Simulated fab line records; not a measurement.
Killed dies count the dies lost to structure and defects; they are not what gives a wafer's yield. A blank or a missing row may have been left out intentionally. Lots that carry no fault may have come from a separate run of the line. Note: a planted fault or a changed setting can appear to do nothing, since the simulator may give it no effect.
fab line records	flow n5Finfet
record lots=7	wafers=39
route steps=1938 shown BEOL_M7@1263 BEOL_M8@1336 BEOL_M12@1649 PASSIVATION@1910
startH: start of the lot's first displayed wafer, in hours after the record's first day	waitH: hours elapsed since this lot's preceding step	" as in the row above	L1.1+2: several wafers, shown together as one row	- either no value or no given start	* or withheld: withheld	< > ~ a bound
route shown NAME@n: NAME is a module with steps in the file, n the number in the route of the first one	usual: mean and standard deviation over wafers with no fault	same: alike in all rows	chamber/n: place in a boat	sites: each site's reading	_std_site: standard deviation of those values	_edge_site: mean of outer sites minus mean of inner sites	radiusMm: how far each site lies from the wafer's centre	mask NAME#n: copy n	behind: the most recent tool/chamber to have shaped the wafer	hold: the reason the lot was held/the length of the hold in hours/how it ended	device: whichever transistor did not switch (one of n, p or np)	end of line: the same wafers' tests at the end of the route	a step given without rows: its recipe and nothing more	killed: count of dies lost to structure and defects at first sort (not the wafer's yield)	map: shows each die of a wafer: x if killed, . if not, _ if none is there
set.NAME: the setting as run; set.NAME@STEP: as run at that earlier step	model.NAME: the simulator's own value behind a step, which no gauge read
lots run with intentionally changed settings; tables by step, rows by wafer
## steps
# step N5_BEOL_M7_ILD_DEP_00
# recipe material=SiCOH_lowk	targetThkA=1797.5	tempC=300	precursor=DEMS/porogen	pressureTorr=5	rfW=500	timeS=33.4
lot.wafer	tool	chamber	startH	waitH	set.timeS	model.SiCOH_lowk_of_BEOL_M7_ILD_DEP_00.thkNm
L074.1	pecvd-02	0	180.79	0.0	33.4	180.4
L074.2	"	2	"	"	33.4	181
L074.3	"	1	"	"	23.34	128.4
L074.4	"	1	"	"	23.34	130
L074.5	"	2	"	"	23.34	132.2
L074.6	"	0	"	"	33.4	182.2
L081.1	pecvd-02	2	236.90	0.0	43.1	231.6
L081.2	"	1	"	"	43.1	229.2
L081.3	"	0	"	"	43.1	227.2
L081.4	"	1	"	"	33.4	179.2
L081.5	"	2	"	"	33.4	181.6
L081.6	"	0	"	"	33.4	181.8
L085.3	pecvd-04	1	258.03	0.0	33.4	179.4
L085.4	"	2	"	"	33.4	184.2
L085.6	"	1	"	"	33.4	181
L087.1	pecvd-04	0	270.60	0.0	47.19	250
L087.2	"	1	"	"	33.4	177
L087.3	"	2	"	"	47.19	249.2
L087.4	"	2	"	"	33.4	181.2
L087.5	"	1	"	"	47.19	252.4
L087.6	"	0	"	"	33.4	179.8
L086.1	pecvd-04	0	271.98	0.0	33.4	179.2
L086.2	"	2	"	"	33.4	178.6
L086.3	"	1	"	"	33.4	177.4
L086.4	"	1	"	"	33.4	181.2
L086.5	"	0	"	"	33.4	180.6
L086.6	"	2	"	"	33.4	181.4
L088.1	pecvd-02	2	293.63	0.0	16.6	89.6
L088.2	"	0	"	"	16.6	91.2
L088.3	"	1	"	"	33.4	176.6
L088.4	"	0	"	"	33.4	181
L088.5	"	1	"	"	16.6	88.8
L088.6	"	2	"	"	33.4	180.2
L091.1+2	pecvd-03	1,0	297.34	0.0	33.4	178
L091.3	"	2	"	"	33.4	178.2
L091.4	"	0	"	"	33.4	180.2
L091.5	"	1	"	"	33.4	181.2
L091.6	"	2	"	"	33.4	180.8
# step N5_BEOL_M7_CURE_74
# recipe tempC=385	timeS=240	ambient=He/Ar	material=SiCOH_lowk
lot.wafer	tool	chamber	startH	waitH	set.timeS@BEOL_M7_ILD_DEP_00	model.SiCOH_lowk_of_BEOL_M7_ILD_DEP_00.thkNm
L074.1	uvCure-02	1	180.94	0.1	33.4	155.6
L074.2	"	1	"	"	33.4	156
L074.3	"	1	"	"	23.34	110.4
L074.4	"	1	"	"	23.34	111.8
L074.5	"	1	"	"	23.34	113.6
L074.6	"	1	"	"	33.4	157.2
L081.1	uvCure-01	0	236.97	0.0	43.1	200.4
L081.2	"	0	"	"	43.1	198.2
L081.3	"	0	"	"	43.1	196.4
L081.4	"	0	"	"	33.4	154.4
L081.5	"	0	"	"	33.4	156.6
L081.6	"	0	"	"	33.4	156.8
L085.3	uvCure-02	0	258.41	0.4	33.4	154.6
L085.4	"	0	"	"	33.4	158.8
L085.6	"	0	"	"	33.4	156
L087.1	uvCure-02	1	270.67	0.0	47.19	216.4
L087.2	"	1	"	"	33.4	152.6
L087.3	"	1	"	"	47.19	215.8
L087.4	"	1	"	"	33.4	156.2
L087.5	"	1	"	"	47.19	218.4
L087.6	"	1	"	"	33.4	155
L086.1	uvCure-02	1	272.05	0.0	33.4	154.4
L086.2	"	1	"	"	33.4	154
L086.3	"	1	"	"	33.4	152.8
L086.4+6	"	1	"	"	33.4	156.4
L086.5	"	1	"	"	33.4	155.8
L088.1	uvCure-02	1	293.69	0.0	16.6	76.8
L088.2	"	1	"	"	16.6	78.2
L088.3	"	1	"	"	33.4	152.2
L088.4	"	1	"	"	33.4	156
L088.5	"	1	"	"	16.6	76.2
L088.6	"	1	"	"	33.4	155.4
L091.1+2	uvCure-02	0	297.41	0.0	33.4	153.4
L091.3	"	0	"	"	33.4	153.6
L091.4	"	0	"	"	33.4	155.4
L091.5	"	0	"	"	33.4	156.2
L091.6	"	0	"	"	33.4	155.8
# step N5_BEOL_M7_THK_MEAS_01
# recipe reads=SiCOH_lowk_of_BEOL_M7_ILD_DEP_00
# usual M7_ILD_THK=155.3/2.1
lot.wafer	tool	chamber	startH	waitH	set.timeS@BEOL_M7_ILD_DEP_00	M7_ILD_THK[nm]
L074.1	filmMetro-02	-	181.46	0.4	33.4	155.7
L074.2	"	-	"	"	33.4	156.0
L074.3	"	-	"	"	23.34	110.4
L074.4	"	-	"	"	23.34	111.6
L074.5	"	-	"	"	23.34	113.6
L074.6	"	-	"	"	33.4	157.2
L081.1	filmMetro-02	-	237.49	0.4	43.1	200.4
L081.2	"	-	"	"	43.1	198.2
L081.3	"	-	"	"	43.1	196.4
L081.4	"	-	"	"	33.4	154.5
L081.5	"	-	"	"	33.4	156.6
L081.6	"	-	"	"	33.4	156.8
L085.3	filmMetro-02	-	259.08	0.5	33.4	154.6
L085.4	"	-	"	"	33.4	158.9
L085.6	"	-	"	"	33.4	156.1
L087.1	filmMetro-01	-	271.18	0.4	47.19	216.5
L087.2	"	-	"	"	33.4	152.7
L087.3	"	-	"	"	47.19	215.7
L087.4	"	-	"	"	33.4	156.2
L087.5	"	-	"	"	47.19	218.6
L087.6	"	-	"	"	33.4	154.9
L086.1	filmMetro-01	-	272.56	0.4	33.4	154.5
L086.2	"	-	"	"	33.4	154.0
L086.3	"	-	"	"	33.4	152.8
L086.4	"	-	"	"	33.4	156.3
L086.5	"	-	"	"	33.4	155.6
L086.6	"	-	"	"	33.4	156.5
L088.1	filmMetro-02	-	294.20	0.4	16.6	76.8
L088.2	"	-	"	"	16.6	78.2
L088.3	"	-	"	"	33.4	152.2
L088.4	"	-	"	"	33.4	156.0
L088.5	"	-	"	"	16.6	76.1
L088.6	"	-	"	"	33.4	155.5
L091.1	filmMetro-02	-	297.92	0.4	33.4	153.5
L091.2	"	-	"	"	33.4	153.5
L091.3	"	-	"	"	33.4	153.7
L091.4	"	-	"	"	33.4	155.6
L091.5	"	-	"	"	33.4	156.2
L091.6	"	-	"	"	33.4	155.8
# step N5_BEOL_M8_HM_DEP_02
# recipe material=TiN	targetThkA=200	tempC=25	chamberPressurePa=0.49996
lot.wafer	tool	chamber	startH	waitH	set.targetThkA	model.TiN_of_BEOL_M8_HM_DEP_02.thkNm
L074.1+2	pvdSputter-01	-	188.40	0.8	263.9	26.6
L074.3	"	-	"	"	263.9	26.8
L074.4+5	"	-	"	"	200	20
L074.6	"	-	"	"	200	20.4
L081.1+5	pvdSputter-03	-	243.79	0.5	200	19.8
L081.2+4+6	"	-	"	"	248.3	24.8
L081.3	"	-	"	"	200	19.6
L085.3	pvdSputter-01	-	273.35	0.4	200	20.4
L085.4+6	"	-	"	"	200	20.2
L087.1	pvdSputter-03	-	280.44	1.6	200	19.6
L087.2+3+6	"	-	"	"	153.4	15
L087.4	"	-	"	"	200	19.4
L087.5	"	-	"	"	200	19.8
L086.1+2+3+4+5	pvdSputter-03	-	281.30	0.9	200	19.8
L086.6	"	-	"	"	200	19.6
L088.1	pvdSputter-01	-	305.01	1.9	200	20
L088.2	"	-	"	"	271.7	27.2
L088.3+5	"	-	"	"	200	20.2
L088.4+6	"	-	"	"	271.7	27.4
L091.1+2+6	pvdSputter-01	-	305.57	0.4	100.1	10
L091.3+5	"	-	"	"	200	20
L091.4	"	-	"	"	200	19.8
# step N5_BEOL_M8_COAT_59
# recipe resist=SOC	tempC=250	timeS=60	spinRpm=1500	resistThkNm=100
# step N5_BEOL_M8_COAT_60
# recipe resist=SiARC	tempC=220	timeS=60	spinRpm=1500	resistThkNm=35
# step N5_BEOL_M8_STRIP_68
# recipe chemistry=N2/H2	tempC=40	n2FlowSccm=200	h2FlowSccm=200	rfFrequencyHz=6e+07
# step N5_BEOL_M8_STRIP_67
# recipe chemistry=CF4	resist=SiARC	powerW=300	biasPowerW=75	pressureMtorr=50	cf4FlowSccm=150	rfFrequencyHz=6e+07
# step N5_BEOL_M8_HM_OPEN_17
# recipe chemistry=Cl2/BCl3	targetDepthA=200	overetchA=60	target=TiN	maskMaterial=SOC	ionEnergyEv=150	pressureMtorr=10	icpW=1000	biasW=126	Cl2_flow_sccm=53.25	bcl3FlowSccm=21.75	Ar_flow_sccm=25
# usual oesProductAu=0.70/0.042
lot.wafer	tool	chamber	startH	waitH	set.targetThkA@BEOL_M8_HM_DEP_02	oesProductAu	model.etch.depthNm
L074.1	rieMetal-02	0	189.65	0.0	263.9	0.82	25.76
L074.2	"	0	"	"	263.9	0.82	25.87
L074.3	"	0	"	"	263.9	0.82	25.89
L074.4	"	0	"	"	200	0.70	19.99
L074.5	"	0	"	"	200	0.71	20.07
L074.6	"	0	"	"	200	0.72	20.41
L081.1	rieMetal-02	1	244.68	0.0	200	0.78	19.85
L081.2	"	0	"	"	248.3	0.78	24.76
L081.3	"	1	"	"	200	0.77	19.58
L081.4	"	0	"	"	248.3	0.78	24.77
L081.5	"	0	"	"	200	0.69	19.9
L081.6	"	1	"	"	248.3	0.88	24.72
L085.3	rieMetal-01	0	274.65	0.1	200	0.73	20.32
L085.4	"	1	"	"	200	0.67	20.3
L085.6	"	1	"	"	200	0.67	20.19
L087.1	rieMetal-03	0	281.50	0.0	200	0.63	19.52
L087.2	"	1	"	"	153.4	0.56	14.96
L087.3	"	1	"	"	153.4	0.56	14.99
L087.4	"	0	"	"	200	0.63	19.41
L087.5	"	1	"	"	200	0.64	19.74
L087.6	"	0	"	"	153.4	0.55	15.05
L086.1	rieMetal-01	1	282.25	0.0	200	0.66	19.88
L086.2	"	0	"	"	200	0.71	19.83
L086.3	"	0	"	"	200	0.71	19.86
L086.4	"	1	"	"	200	0.66	19.85
L086.5	"	1	"	"	200	0.67	19.88
L086.6	"	0	"	"	200	0.71	19.69
L088.1	rieMetal-01	0	306.82	0.0	200	0.70	20.02
L088.2	"	1	"	"	271.7	0.78	26.4
L088.3	"	1	"	"	200	0.66	20.26
L088.4	"	0	"	"	271.7	0.83	26.41
L088.5	"	1	"	"	200	0.66	20.16
L088.6	"	0	"	"	271.7	0.84	26.45
L091.1	rieMetal-02	1	307.14	0.0	100.1	0.54	9.948
L091.2	"	0	"	"	100.1	0.49	10.03
L091.3	"	0	"	"	200	0.67	19.99
L091.4	"	1	"	"	200	0.75	19.81
L091.5	"	0	"	"	200	0.67	20.01
L091.6	"	1	"	"	100.1	0.55	9.937
# step N5_BEOL_M12_SPUTTER_44
# recipe material=Ta	targetThkA=100	tempC=50	biasV=80	powerW=15000	chamberPressurePa=0.07	timeS=16.13
lot.wafer	tool	chamber	startH	waitH	set.targetThkA	model.Ta_of_BEOL_M12_SPUTTER_44.thkNm
L074.1+3	pvdSputter-02	-	229.99	0.0	100	10
L074.2+6	"	-	"	"	78.41	8
L074.4	"	-	"	"	100	10.2
L074.5	"	-	"	"	78.41	7.8
L081.1+3+6	pvdSputter-02	-	283.75	0.0	100	9.8
L081.2+4+5	"	-	"	"	55.59	5.4
L085.3+4	pvdSputter-02	-	306.79	0.0	100	10
L085.6	"	-	"	"	100	10.2
L087.1+3+6	pvdSputter-02	-	314.62	0.0	142.1	14.2
L087.2	"	-	"	"	100	10.2
L087.4+5	"	-	"	"	100	10
L086.1	pvdSputter-02	-	318.74	0.0	100	10.2
L086.2+3	"	-	"	"	100	10
L086.4+5+6	"	-	"	"	75.41	7.6
L091.1+4	pvdSputter-02	-	346.08	0.0	100	10
L091.2+3+5+6	"	-	"	"	100	9.8
L088.1+2+4	pvdSputter-01	-	350.73	0.0	100	10
L088.3	"	-	"	"	59.92	5.8
L088.5+6	"	-	"	"	59.92	6
# step N5_BEOL_M12_SPUTTER_45
# recipe material=Cu	targetThkA=800	tempC=-20	biasV=60	powerW=26000	chamberPressurePa=0.13	timeS=13.33
# step N5_BEOL_M12_ECD_47
# recipe material=Cu	targetThkA=7200
# step N5_BEOL_M12_ANNEAL_48
# recipe tempC=225	timeS=90	ambient=N2
# step N5_BEOL_M12_CMP_49
# recipe stopOn=SiOC	tOverpolishS=20.6	downForcePsi=1	platenRpm=50	clearingPlatenDownForcePsi=1.5	clearingPlatenRpm=50	postCmpClean=cuAlkaline	targetThkNm=320	clearingPlatenPadVelocityMS=0.99484	padVelocityMS=0.99484
# usual barrierFieldEndpointS=30.4/0.73
lot.wafer	tool	chamber	startH	waitH	set.targetThkA@BEOL_M12_SPUTTER_44	barrierFieldEndpointS
L074.1	cmp-03	1	230.63	0.3	100	30.4
L074.2	"	2	"	"	78.41	28.3
L074.4	"	3	"	"	100	31.4
L074.3	"	0	"	"	100	31.5
L074.5	"	1	"	"	78.41	28.3
L074.6	"	2	"	"	78.41	28.2
L081.1	cmp-03	1	284.39	0.3	100	29.2
L081.2	"	2	"	"	55.59	24.3
L081.4	"	3	"	"	55.59	24.2
L081.3	"	0	"	"	100	29.6
L081.5	"	1	"	"	55.59	24.8
L081.6	"	2	"	"	100	30.3
L085.4	cmp-03	2	307.47	0.2	100	29.9
L085.3	"	3	"	"	100	29.5
L085.6	"	1	"	"	100	29.6
L087.2	cmp-01	2	315.26	0.2	100	30.1
L087.1	"	3	"	"	142.1	34.5
L087.4	"	0	"	"	100	30.3
L087.3	"	1	"	"	142.1	34.7
L087.5	"	2	"	"	100	30.3
L087.6	"	3	"	"	142.1	34.6
L086.4	cmp-02	1	319.67	0.1	75.41	27.5
L086.1	"	2	"	"	100	31.2
L086.2	"	3	"	"	100	30.5
L086.3	"	0	"	"	100	29.7
L086.5	"	1	"	"	75.41	27.2
L086.6	"	2	"	"	75.41	26.9
L091.4	cmp-01	1	346.72	0.1	100	29.8
L091.1	"	2	"	"	100	30.1
L091.2	"	3	"	"	100	29.9
L091.3	"	0	"	"	100	29.8
L091.6	"	1	"	"	100	30.2
L091.5	"	2	"	"	100	29.7
L088.3	cmp-03	1	351.37	0.2	59.92	25.1
L088.1	"	2	"	"	100	30.0
L088.4	"	3	"	"	100	29.9
L088.2	"	0	"	"	100	29.7
L088.6	"	1	"	"	59.92	24.6
L088.5	"	2	"	"	59.92	24.8
# step N5_PASSIVATION_ETCH_59
# recipe chemistry=Cl2/BCl3	target=TaN	targetDepthA=650	timeS=34.9	ionEnergyEv=100	pressureMtorr=10	icpW=900	biasW=100	Cl2_flow_sccm=60	bcl3FlowSccm=30
lot.wafer	tool	chamber	startH	waitH	set.timeS	model.etch.depthNm
L074.1	rieMetal-02	0	258.07	0.3	34.9	64.18
L074.2	"	1	"	"	34.9	66.51
L074.3	"	0	"	"	34.9	64.37
L074.4	"	1	"	"	34.9	67.08
L074.5	"	0	"	"	34.9	63.99
L074.6	"	1	"	"	34.9	66.62
L081.1	rieMetal-02	1	315.32	0.3	23.45	44.58
L081.2	"	0	"	"	23.45	43.51
L081.3	"	0	"	"	23.45	43.18
L081.4	"	1	"	"	34.9	66.44
L081.5	"	1	"	"	34.9	66.56
L081.6	"	0	"	"	34.9	64.04
L085.3	rieMetal-03	0	335.04	0.2	34.9	65.12
L085.4	"	1	"	"	34.9	65.35
L085.6	"	0	"	"	34.9	65.58
L087.1	rieMetal-03	1	341.33	0.3	27.72	51.42
L087.2	"	0	"	"	27.72	51.93
L087.3	"	0	"	"	34.9	65.49
L087.4	"	1	"	"	34.9	65.01
L087.5	"	0	"	"	34.9	65.83
L087.6	"	1	"	"	27.72	52.24
L086.1	rieMetal-03	0	346.33	0.3	34.9	65.6
L086.2	"	1	"	"	34.9	65.51
L086.3	"	0	"	"	14.23	26.96
L086.4	"	1	"	"	14.23	26.95
L086.5	"	0	"	"	14.23	26.9
L086.6	"	1	"	"	34.9	65.25
L091.1	rieMetal-03	1	383.92	0.3	42.99	81.94
L091.2	"	0	"	"	34.9	66.05
L091.3	"	1	"	"	42.99	81.65
L091.4	"	0	"	"	34.9	65.78
L091.5	"	0	"	"	34.9	66.51
L091.6	"	1	"	"	42.99	81.97
L088.1	rieMetal-02	1	395.34	0.3	17.79	33.69
L088.2	"	0	"	"	17.79	32.94
L088.3	"	0	"	"	34.9	64.5
L088.4	"	1	"	"	34.9	65.95
L088.5	"	1	"	"	17.79	33.81
L088.6	"	0	"	"	34.9	64.14
## key
split step=N5_BEOL_M7_ILD_DEP_00	setting=timeS	stated=33.4	by=wafer
response step=N5_BEOL_M7_ILD_DEP_00	reading=model.SiCOH_lowk_of_BEOL_M7_ILD_DEP_00.thkNm	change=+1.73	per=1%	r=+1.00
response step=N5_BEOL_M7_CURE_74	reading=model.SiCOH_lowk_of_BEOL_M7_ILD_DEP_00.thkNm	change=+1.51	per=1%	r=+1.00
response step=N5_BEOL_M7_THK_MEAS_01	reading=M7_ILD_THK	change=+1.51	per=1%	r=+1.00
split step=N5_BEOL_M8_HM_DEP_02	setting=targetThkA	stated=200	by=wafer
response step=N5_BEOL_M8_HM_DEP_02	reading=model.TiN_of_BEOL_M8_HM_DEP_02.thkNm	change=+0.201	per=1%	r=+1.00
response step=N5_BEOL_M8_HM_OPEN_17	reading=oesProductAu	change=+0.00345	per=1%	r=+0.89
response step=N5_BEOL_M8_HM_OPEN_17	reading=model.etch.depthNm	change=+0.191	per=1%	r=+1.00
split step=N5_BEOL_M12_SPUTTER_44	setting=targetThkA	stated=100	by=wafer
response step=N5_BEOL_M12_SPUTTER_44	reading=model.Ta_of_BEOL_M12_SPUTTER_44.thkNm	change=+0.0995	per=1%	r=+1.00
response step=N5_BEOL_M12_CMP_49	reading=barrierFieldEndpointS	change=+0.118	per=1%	r=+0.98
split step=N5_PASSIVATION_ETCH_59	setting=timeS	stated=34.9	by=wafer
response step=N5_PASSIVATION_ETCH_59	reading=model.etch.depthNm	change=+0.652	per=1%	r=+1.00
